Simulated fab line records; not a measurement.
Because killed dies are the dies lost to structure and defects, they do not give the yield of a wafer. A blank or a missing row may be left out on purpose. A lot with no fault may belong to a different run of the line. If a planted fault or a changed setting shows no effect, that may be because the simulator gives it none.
fab line records	flow n5Finfet	part 1 of 2: steps 1 to 4 of 6
[record] lots = 21	wafers = 63	lastDay = 17
route steps=1938 shown FIN_SAQP@125 FIN_CUT@168 STI_FIN_REVEAL@211
lots with no fault: from the same line, run without faults
startH: hours from the record's first day to the start of the lot's first wafer shown	waitH: hours since the lot's step before	" unchanged from the row above	L1.1+2: a row that stands for several wafers	- value missing, or start not given	* or withheld: withheld	< > ~ a bound
route shown NAME@n: names a module that has steps shown in the file, with the first one's number in the route	usual: average and standard deviation across the fault-free wafers	same: alike in all rows	chamber/n: place in a boat	sites: each site's reading	_std_site: standard deviation across them	_edge_site: inner sites' mean taken away from outer sites' mean	radiusMm: for every site, how far away it sits from the centre of the wafer	mask NAME#n: copy n	behind: the most recent tool/chamber to have shaped the wafer	hold: why the lot went on hold/how many hours it stayed there/how the hold came to an end	device: names the non-switching transistor (n, p or np)	end of line: at the end of the route, the tests of the same wafers	where a step has no rows: the recipe by itself	killed: at the first sort, the dies lost to defects and structure; wafer yield is something else	map: per-die view of a wafer (x killed, . not killed, _ where there is no die)
set.NAME: the run value of the setting; set.NAME@STEP: its run value at that earlier step	model.NAME: the simulator's own value behind a step, which no gauge read
route steps across a sampled set of lots; one table per step, one row per wafer
services: the hour from which a tool's chamber was out of use, counted from the record's first day as startH (under 0 if before that day), plus the number of hours and why
[[steps]]
[step N5_FIN_SAQP_SPACER1_ALD_24]
[recipe] material = SiO2	targetThkA = 203	tempC = 300	aldPrecursorFamily = BDEAS	aldCoReactant = O2-plasma	pulseTimeS = 1	purgeTimeS = 2	coReactantPurgeTimeS = 2	aldCycles = 218	pressureTorr = 2
[usual] heaterPowerW = 463/65	precursorPulseHeightRel = 1.001/0.021
lot.wafer	tool	chamber	startH	waitH	heaterPowerW	precursorPulseHeightRel
L074.2	aldSin-04	1	22.73	0.5	424	1.019
L074.5	"	2	"	"	489	0.965
L074.6	"	3	"	"	371	1.015
L075.3	aldSin-04	1	29.72	0.1	422	0.999
L075.4	"	0	"	"	531	1.003
L075.6	"	2	"	"	505	0.997
L076.1	aldSin-04	0	35.32	0.5	520	1.008
L076.3	"	2	"	"	507	0.954
L076.5	"	0	"	"	526	0.987
L077.1	aldSin-04	3	41.51	0.3	380	0.994
L077.2	"	1	"	"	432	0.957
L077.3	"	0	"	"	524	1.010
L078.1	aldSin-01	2	50.22	2.3	560	1.012
L078.5	"	0	"	"	464	0.984
L078.6	"	3	"	"	543	0.970
L079.3	aldSin-03	1	53.85	0.1	437	1.027
L079.5	"	0	"	"	460	1.039
L079.6	"	1	"	"	432	1.015
L080.3	aldSin-01	0	59.14	0.1	469	0.994
L080.4	"	3	"	"	529	1.002
L080.6	"	3	"	"	531	0.975
L081.3	aldSin-04	3	65.58	0.2	381	1.019
L081.4	"	2	"	"	501	1.003
L081.5	"	2	"	"	499	0.989
L082.2	aldSin-04	3	71.16	0.3	370	1.025
L082.3	"	2	"	"	497	0.976
L082.6	"	2	"	"	510	1.013
L083.2	aldSin-04	2	77.70	0.4	492	0.999
L083.5	"	3	"	"	383	0.986
L083.6	"	0	"	"	526	1.011
L084.1	aldSin-03	3	83.05	0.3	397	0.960
L084.3	"	0	"	"	464	1.002
L084.5	"	3	"	"	418	1.023
L085.1	aldSin-01	2	89.48	0.3	546	1.008
L085.3	"	3	"	"	536	1.022
L085.4	"	0	"	"	465	1.026
L087.1	aldSin-01	3	102.15	0.3	531	0.994
L087.4	"	0	"	"	473	1.015
L087.5	"	0	"	"	459	0.973
L088.2	aldSin-04	1	108.43	0.3	423	1.038
L088.5	"	3	"	"	373	1.027
L088.6	"	2	"	"	503	1.005
L090.2	aldSin-01	3	119.49	0.3	526	1.017
L090.4	"	2	"	"	542	0.975
L090.5	"	0	"	"	472	1.001
L091.2	aldSin-04	2	125.45	0.3	496	0.970
L091.5	"	3	"	"	360	1.007
L091.6	"	2	"	"	482	0.981
L092.4	aldSin-04	2	130.68	0.5	502	0.992
L092.5	"	3	"	"	379	0.984
L092.6	"	0	"	"	548	0.970
L093.1	aldSin-01	2	136.78	0.3	551	0.978
L093.2	"	0	"	"	463	1.031
L093.6	"	3	"	"	521	0.974
L094.1	aldSin-01	1	143.47	0.3	430	1.005
L094.4	"	3	"	"	537	1.030
L094.5	"	0	"	"	474	0.982
L095.1	aldSin-01	0	149.66	0.3	471	1.017
L095.3	"	2	"	"	547	1.000
L095.4	"	3	"	"	532	1.043
L096.3	aldSin-01	2	154.54	0.1	547	1.005
L096.4	"	3	"	"	546	0.993
L096.6	"	3	"	"	529	0.981
[step N5_FIN_SAQP_ETCH_65]
[recipe] chemistry = CF4	target = SiO2	targetDepthA = 40	ionEnergyEv = 350	timeS = 4.4	pressureMtorr = 10	icpW = 800	biasW = 400	cf4FlowSccm = 80
[usual] chamberPressureMTorr = 10.000/0.0095	drypumpMotorCurrentA = 5.6/0.62	heBacksideLeakSccm = 2.80/0.3	oesProductAu = 1.003/0.017	throttleValvePct = 21.77/0.17
lot.wafer	tool	chamber	startH	waitH	chamberPressureMTorr	drypumpMotorCurrentA	heBacksideLeakSccm	oesProductAu	rfHoursCounterH	throttleValvePct
L074.2	rieSi-01	1	24.00	0.1	10.002	5.9	2.32	0.999	10	21.82
L074.5	"	0	"	"	9.992	5.8	3.11	1.029	-	21.63
L074.6	"	3	"	"	9.997	6.6	2.71	1.000	-	21.49
L075.3	rieSi-04	3	30.90	0.1	9.993	5.5	3.33	0.988	85	21.80
L075.4	"	1	"	"	10.009	4.8	2.58	0.990	56	21.91
L075.6	"	1	"	"	9.983	4.8	2.65	0.976	-	21.91
L076.1	rieSi-04	1	36.59	0.1	9.982	4.9	2.62	0.993	56	21.92
L076.3	"	2	"	"	10.001	4.7	2.96	0.983	114	21.58
L076.5	"	2	"	"	10.004	4.8	2.91	0.987	-	21.56
L077.1	rieSi-03	2	42.83	0.1	10.008	5.7	2.42	0.975	144	21.79
L077.2	"	3	"	"	10.002	6.3	3.13	0.952	16	21.91
L077.3	"	0	"	"	10.003	4.7	3.13	0.996	122	22.12
L078.1	rieSi-03	2	51.29	0.1	10.002	5.7	2.69	0.976	144	21.82
L078.5	"	0	"	"	9.986	4.7	2.90	1.004	-	22.11
L078.6	"	1	"	"	10.001	4.8	2.96	1.017	-	21.78
L079.3	rieSi-04	1	54.92	0.1	10.009	4.8	2.57	0.988	56	21.92
L079.5	"	0	"	"	9.993	5.8	2.80	0.996	-	21.86
L079.6	"	3	"	"	10.007	5.5	3.45	0.997	-	21.83
L080.3	rieSi-03	1	60.31	0.1	10.004	4.8	2.79	1.022	90	21.79
L080.4	"	2	"	"	9.989	5.7	2.74	0.983	145	21.81
L080.6	"	1	"	"	10.005	4.8	2.87	1.026	-	21.78
L081.3	rieSi-01	2	66.65	0.1	9.991	5.9	2.47	1.011	38	21.71
L081.4	"	1	"	"	10.005	5.9	2.26	1.004	11	21.84
L081.5	"	2	"	"	9.995	5.9	2.46	1.026	-	21.72
L082.2	rieSi-01	1	72.32	0.1	9.995	5.9	2.29	1.002	11	21.82
L082.3	"	3	"	"	10.003	6.6	2.54	1.007	5	21.48
L082.6	"	0	"	"	9.997	5.8	3.17	1.016	-	21.64
L083.2	rieSi-01	2	78.77	0.1	10.004	5.9	2.61	1.020	38	21.70
L083.5	"	3	"	"	9.985	6.6	2.55	1.019	-	21.48
L083.6	"	0	"	"	9.995	5.8	3.11	1.019	-	21.65
L084.1	rieSi-04	2	84.12	0.1	10.009	4.8	2.73	0.983	115	21.59
L084.3	"	1	"	"	9.988	4.8	2.64	0.993	57	21.91
L084.5	"	0	"	"	10.009	5.8	2.72	0.995	-	21.88
L085.1	rieSi-01	3	90.77	0.1	10.008	6.6	2.69	1.009	6	21.48
L085.3	"	0	"	"	9.986	5.8	2.87	1.030	2	21.64
L085.4	"	1	"	"	10.000	5.9	2.13	1.011	11	21.82
L087.1	rieSi-03	3	103.23	0.1	10.017	6.3	3.30	0.958	17	21.92
L087.4	"	2	"	"	10.020	5.7	2.96	0.975	145	21.83
L087.5	"	1	"	"	9.991	4.8	2.74	1.028	-	21.79
L088.2	rieSi-03	1	109.50	0.1	10.006	4.8	2.82	1.026	91	21.78
L088.5	"	0	"	"	10.003	4.7	2.75	1.004	-	22.13
L088.6	"	1	"	"	10.006	4.8	2.90	1.018	-	21.78
L090.2	rieSi-01	3	120.58	0.1	9.978	6.6	2.62	1.017	6	21.50
L090.4	"	0	"	"	10.002	5.8	3.10	1.028	3	21.63
L090.5	"	2	"	"	10.005	5.9	2.55	1.027	-	21.71
L091.2	rieSi-01	2	126.52	0.1	10.006	5.9	2.45	1.024	39	21.71
L091.5	"	1	"	"	10.004	5.9	2.32	1.010	-	21.84
L091.6	"	0	"	"	10.005	5.8	3.29	1.028	-	21.63
L092.4	rieSi-04	1	131.42	0.0	9.981	4.8	2.67	0.982	-	21.91
L092.5	"	3	"	"	10.006	5.5	3.27	0.990	-	21.82
L092.6	"	0	"	"	9.989	5.8	2.93	0.998	-	21.86
L093.1	rieSi-04	1	137.85	0.1	10.010	4.9	2.72	0.983	58	21.91
L093.2	"	3	"	"	9.997	5.5	3.37	0.992	87	21.82
L093.6	"	2	"	"	9.988	4.8	2.88	0.987	-	21.58
L094.1	rieSi-01	0	144.56	0.1	9.999	5.8	3.08	1.022	3	21.65
L094.4	"	3	"	"	9.998	6.6	2.68	1.014	7	21.46
L094.5	"	0	"	"	9.996	5.8	3.15	1.031	-	21.64
L095.1	rieSi-03	0	150.73	0.1	9.993	4.7	2.91	1.007	124	22.11
L095.3	"	1	"	"	10.010	4.8	2.83	1.028	92	21.79
L095.4	"	2	"	"	10.001	5.7	2.83	0.985	146	21.81
L096.3	rieSi-01	3	155.69	0.1	9.994	6.6	2.59	0.994	7	21.48
L096.4	"	2	"	"	9.993	5.9	2.53	1.024	40	21.72
L096.6	"	0	"	"	10.000	5.8	3.06	1.032	-	21.64
[step N5_FIN_SAQP_ETCH_34]
[recipe] chemistry = C4F6/O2	target = SiO2	targetDepthA = 450	timeS = 15	ionEnergyEv = 250	pressureMtorr = 30	sourceW = 345	biasW = 185	Ar_flow_sccm = 300	C4F6_flow_sccm = 10	O2_flow_sccm = 10	ends = cleared
[usual] chamberPressureMTorr = 29.998/0.027	drypumpMotorCurrentA = 5.6/0.48	etchRfOnTimeS = 15.03/0.27	oesProductAu = 0.68/0.077	rfVppV = 668/18	showerheadPlenumPTorr = 2.87/0.085	throttleValvePct = 20.88/0.29
lot.wafer	tool	chamber	startH	waitH	chamberPressureMTorr	drypumpMotorCurrentA	etchRfOnTimeS	oesProductAu	rfHoursCounterH	rfVppV	showerheadPlenumPTorr	throttleValvePct
L074.2	rieDiel-05	3	25.51	0.0	29.976	5.4	15.40	0.60	190	666	2.85	21.01
L074.5	"	2	"	"	29.967	5.6	15.32	0.73	-	671	2.91	20.98
L074.6	"	3	"	"	30.014	5.4	15.39	0.61	-	668	2.85	21.02
L075.3	rieDiel-02	0	32.46	0.0	30.004	5.7	14.59	0.79	18	668	2.80	20.66
L075.4	"	1	"	"	30.007	6.0	15.08	0.64	161	690	2.94	21.00
L075.6	"	2	"	"	29.944	5.4	15.30	0.57	-	686	2.67	20.63
L076.1	rieDiel-02	1	38.22	0.0	30.028	6.0	14.98	0.65	163	692	2.94	21.02
L076.3	"	3	"	"	30.025	5.8	14.67	0.74	58	658	2.89	20.74
L076.5	"	2	"	"	30.016	5.4	15.15	0.57	-	685	2.67	20.65
L077.1	rieDiel-02	0	44.68	0.0	30.016	5.7	14.70	0.79	22	669	2.80	20.67
L077.2	"	1	"	"	30.000	6.0	15.11	0.64	165	692	2.94	21.00
L077.3	"	3	"	"	29.999	5.8	14.76	0.74	60	658	2.88	20.75
L078.1	rieDiel-05	0	53.40	0.0	29.984	5.3	15.34	0.73	55	654	2.80	20.83
L078.5	"	1	"	"	29.991	4.8	15.10	0.60	-	645	2.80	20.66
L078.6	"	2	"	"	29.991	5.6	15.22	0.72	-	673	2.91	20.99
L079.3	rieDiel-06	2	56.49	0.0	30.025	6.4	14.99	0.62	195	637	2.73	21.70
L079.5	"	3	"	"	29.984	6.6	15.29	0.63	-	674	2.93	21.12
L079.6	"	0	"	"	29.986	5.0	14.63	0.83	-	683	3.03	20.65
L080.3	rieDiel-06	3	62.01	0.0	30.006	6.6	15.29	0.62	175	675	2.93	21.12
L080.4	"	0	"	"	29.935	5.0	14.58	0.82	16	682	3.03	20.65
L080.6	"	2	"	"	29.980	6.5	14.85	0.62	-	638	2.73	21.69
L081.3	rieDiel-02	0	68.24	0.0	30.007	5.7	14.42	0.77	33	668	2.80	20.70
L081.4	"	1	"	"	29.929	6.0	14.86	0.64	177	693	2.93	21.01
L081.5	"	0	"	"	29.997	5.7	14.57	0.76	-	670	2.80	20.70
L082.2	rieDiel-05	0	73.86	0.0	30.020	5.3	15.28	0.72	63	655	2.80	20.83
L082.3	"	2	"	"	29.961	5.6	15.50	0.71	69	672	2.90	20.98
L082.6	"	3	"	"	29.975	5.4	15.31	0.61	-	668	2.84	21.05
L083.2	rieDiel-02	3	80.28	0.0	30.016	5.8	14.64	0.73	76	657	2.88	20.76
L083.5	"	2	"	"	30.019	5.3	15.05	0.81	-	697	3.00	20.35
L083.6	"	3	"	"	29.975	5.8	14.62	0.72	-	656	2.88	20.77
L084.1	rieDiel-06	1	85.76	0.0	30.009	5.1	14.93	0.59	220	647	2.81	20.97
L084.3	"	3	"	"	30.015	6.6	15.39	0.61	183	674	2.93	21.14
L084.5	"	2	"	"	29.989	6.4	14.90	0.61	-	636	2.73	21.70
L085.1	rieDiel-05	1	92.28	0.0	30.033	4.9	14.98	0.59	238	644	2.80	20.68
L085.3	"	0	"	"	29.977	5.3	15.38	0.71	70	654	2.80	20.85
L085.4	"	3	"	"	29.974	5.4	15.20	0.60	210	668	2.84	21.05
L087.1	rieDiel-02	1	105.65	0.0	30.001	6.0	15.15	0.62	189	691	2.93	21.04
L087.4	"	0	"	"	29.988	5.7	14.51	0.75	43	668	2.79	20.71
L087.5	"	1	"	"	29.944	6.0	14.98	0.63	-	693	2.93	21.05
L088.2	rieDiel-05	2	111.10	0.0	29.978	5.6	15.44	0.69	81	672	2.90	21.02
L088.5	"	3	"	"	29.969	5.4	15.07	0.60	-	668	2.83	21.09
L088.6	"	2	"	"	30.030	5.6	15.24	0.70	-	671	2.90	21.02
L090.2	rieDiel-02	1	123.23	0.0	29.976	6.0	15.24	0.62	195	692	2.92	21.05
L090.4	"	2	"	"	30.023	5.3	15.18	0.77	-	698	2.99	20.37
L090.5	"	3	"	"	29.979	5.8	14.83	0.71	-	656	2.87	20.80
L091.2	rieDiel-06	2	128.32	0.0	29.968	6.4	14.93	0.60	221	634	2.72	21.71
L091.5	"	0	"	"	30.022	5.0	14.85	0.79	-	682	3.02	20.69
L091.6	"	1	"	"	30.015	5.1	15.05	0.58	-	647	2.80	20.96
L092.4	rieDiel-06	1	132.91	0.0	30.008	5.1	15.04	0.58	237	647	2.80	20.98
L092.5	"	0	"	"	30.024	5.0	14.70	0.78	-	682	3.02	20.68
L092.6	"	1	"	"	30.023	5.1	15.04	0.58	-	647	2.80	20.98
L093.1	rieDiel-02	1	139.54	0.0	30.011	6.0	15.03	0.62	200	692	2.92	21.06
L093.2	"	3	"	"	29.978	5.8	14.80	0.70	97	656	2.87	20.80
L093.6	"	1	"	"	30.006	6.0	15.17	0.61	-	691	2.92	21.06
L094.1	rieDiel-06	0	146.06	0.0	29.992	5.0	14.63	0.78	42	680	3.01	20.70
L094.4	"	3	"	"	29.908	6.6	15.44	0.60	205	674	2.92	21.18
L094.5	"	1	"	"	29.980	5.1	15.02	0.58	-	647	2.80	20.99
L095.1	rieDiel-02	3	152.45	0.0	29.964	5.8	14.91	0.69	100	656	2.87	20.79
L095.3	"	1	"	"	30.000	6.0	15.13	0.62	204	692	2.92	21.07
L095.4	"	3	"	"	30.070	5.8	14.75	0.69	-	656	2.87	20.80
L096.3	rieDiel-02	2	157.39	0.0	30.007	5.4	15.44	0.76	33	696	2.99	20.39
L096.4	"	3	"	"	30.009	5.8	14.94	0.70	102	657	2.87	20.81
L096.6	"	3	"	"	30.012	5.8	14.97	0.69	-	655	2.87	20.80
[step N5_FIN_SAQP_ETCH_64]
[recipe] chemistry = CF4	target = SiO2	targetDepthA = 15	ionEnergyEv = 350	pressureMtorr = 10	icpW = 800	biasW = 400	cf4FlowSccm = 80
[usual] chamberPressureMTorr = 10.000/0.0097	drypumpMotorCurrentA = 5.5/0.62	heBacksideLeakSccm = 2.8/0.36	oesProductAu = 0.998/0.02	throttleValvePct = 21.81/0.16
lot.wafer	tool	chamber	startH	waitH	chamberPressureMTorr	drypumpMotorCurrentA	heBacksideLeakSccm	oesProductAu	rfHoursCounterH	throttleValvePct
L074.2	rieSi-04	3	25.70	0.0	10.007	5.5	3.4	0.989	85	21.82
L074.5	"	0	"	"	9.998	5.8	2.7	0.992	-	21.87
L074.6	"	3	"	"	9.991	5.6	3.3	0.986	-	21.81
L075.3	rieSi-04	1	32.65	0.0	10.016	4.8	2.6	0.998	56	21.90
L075.4	"	3	"	"	9.979	5.5	3.3	0.999	85	21.81
L075.6	"	3	"	"	10.029	5.5	3.3	0.992	-	21.81
L076.1	rieSi-04	0	38.41	0.0	9.997	5.8	2.7	1.002	98	21.86
L076.3	"	3	"	"	9.989	5.5	3.5	0.991	85	21.82
L076.5	"	2	"	"	9.987	4.8	3.0	0.993	-	21.57
L077.1	rieSi-04	0	44.87	0.0	10.005	5.8	2.6	1.004	98	21.85
L077.2	"	2	"	"	9.990	4.8	2.9	0.981	114	21.58
L077.3	"	3	"	"	9.997	5.5	3.4	0.981	85	21.81
L078.1	rieSi-03	3	53.60	0.0	10.010	6.3	3.3	0.966	16	21.91
L078.5	"	1	"	"	10.005	4.8	2.7	1.015	-	21.79
L078.6	"	2	"	"	9.985	5.7	2.8	0.990	-	21.79
L079.3	rieSi-01	1	56.69	0.0	9.997	5.9	2.3	1.016	11	21.84
L079.5	"	1	"	"	10.012	5.9	2.4	0.997	-	21.82
L079.6	"	0	"	"	10.008	5.8	2.8	1.029	-	21.65
L080.3	rieSi-01	2	62.21	0.0	10.017	5.9	2.4	1.019	38	21.69
L080.4	"	0	"	"	9.992	5.8	3.0	1.026	1	21.63
L080.6	"	1	"	"	9.989	5.9	2.3	1.002	-	21.82
L081.3	rieSi-03	0	68.44	0.0	9.996	4.7	2.8	1.008	123	22.12
L081.4	"	2	"	"	10.005	5.7	2.8	0.979	145	21.81
L081.5	"	3	"	"	10.000	6.3	3.3	0.965	-	21.91
L082.2	rieSi-01	1	74.05	0.0	9.996	5.9	2.4	1.010	11	21.82
L082.3	"	2	"	"	9.993	5.9	2.5	1.022	38	21.70
L082.6	"	0	"	"	10.005	5.8	3.1	1.026	-	21.62
L083.2	rieSi-03	2	80.48	0.0	9.987	5.6	2.8	0.977	145	21.80
L083.5	"	3	"	"	10.013	6.3	2.9	0.958	-	21.90
L083.6	"	0	"	"	10.004	4.7	2.9	1.001	-	22.13
L084.1	rieSi-03	3	85.95	0.0	10.001	6.3	3.1	0.966	17	21.93
L084.3	"	2	"	"	10.016	5.7	2.7	0.980	145	21.80
L084.5	"	0	"	"	10.001	4.7	2.9	0.993	-	22.12
L085.1	rieSi-01	1	92.47	0.0	9.991	5.9	2.3	1.007	11	21.82
L085.3	"	3	"	"	10.012	6.6	2.6	1.001	6	21.48
L085.4	"	2	"	"	9.990	5.9	2.5	1.019	39	21.73
L087.1	rieSi-03	3	105.86	0.0	10.001	6.3	3.0	0.966	17	21.93
L087.4	"	2	"	"	9.981	5.7	2.8	0.982	145	21.80
L087.5	"	0	"	"	10.002	4.7	2.8	0.999	-	22.13
L088.2	rieSi-01	3	111.30	0.0	9.997	6.6	2.6	1.016	6	21.48
L088.5	"	2	"	"	10.005	5.9	2.5	1.038	-	21.73
L088.6	"	1	"	"	9.998	5.9	2.3	1.024	-	21.82
L090.2	rieSi-03	3	123.43	0.0	9.989	6.3	3.5	0.966	18	21.89
L090.4	"	1	"	"	9.996	4.8	2.7	1.022	91	21.80
L090.5	"	2	"	"	9.994	5.7	2.5	0.970	-	21.80
L091.2	rieSi-01	1	128.52	0.0	9.999	5.9	2.3	0.998	12	21.84
L091.5	"	1	"	"	9.996	5.9	2.2	0.998	-	21.82
L091.6	"	0	"	"	9.996	5.8	3.2	1.015	-	21.63
L092.4	rieSi-03	2	133.11	0.0	9.990	5.7	2.6	0.970	146	21.81
L092.5	"	1	"	"	9.990	4.8	2.8	1.016	-	21.79
L092.6	"	2	"	"	9.995	5.7	2.8	0.971	-	21.80
L093.1	rieSi-04	1	139.73	0.0	9.994	4.8	2.6	0.992	58	21.91
L093.2	"	3	"	"	9.992	5.5	3.4	0.991	87	21.81
L093.6	"	0	"	"	10.004	5.8	2.8	0.991	-	21.85
L094.1	rieSi-01	3	146.26	0.0	10.006	6.6	2.7	1.002	7	21.47
L094.4	"	0	"	"	9.994	5.8	3.2	1.030	3	21.63
L094.5	"	3	"	"	9.995	6.6	2.6	1.007	-	21.49
L095.1	rieSi-03	0	152.64	0.0	9.988	4.7	2.8	1.005	124	22.12
L095.3	"	3	"	"	9.982	6.3	3.3	0.971	18	21.92
L095.4	"	2	"	"	10.008	5.7	2.6	0.981	146	21.82
L096.3	rieSi-03	1	157.59	0.0	10.016	4.8	2.8	1.020	92	21.78
L096.4	"	2	"	"	10.002	5.7	2.7	0.971	146	21.80
L096.6	"	1	"	"	10.007	4.8	2.8	1.016	-	21.78
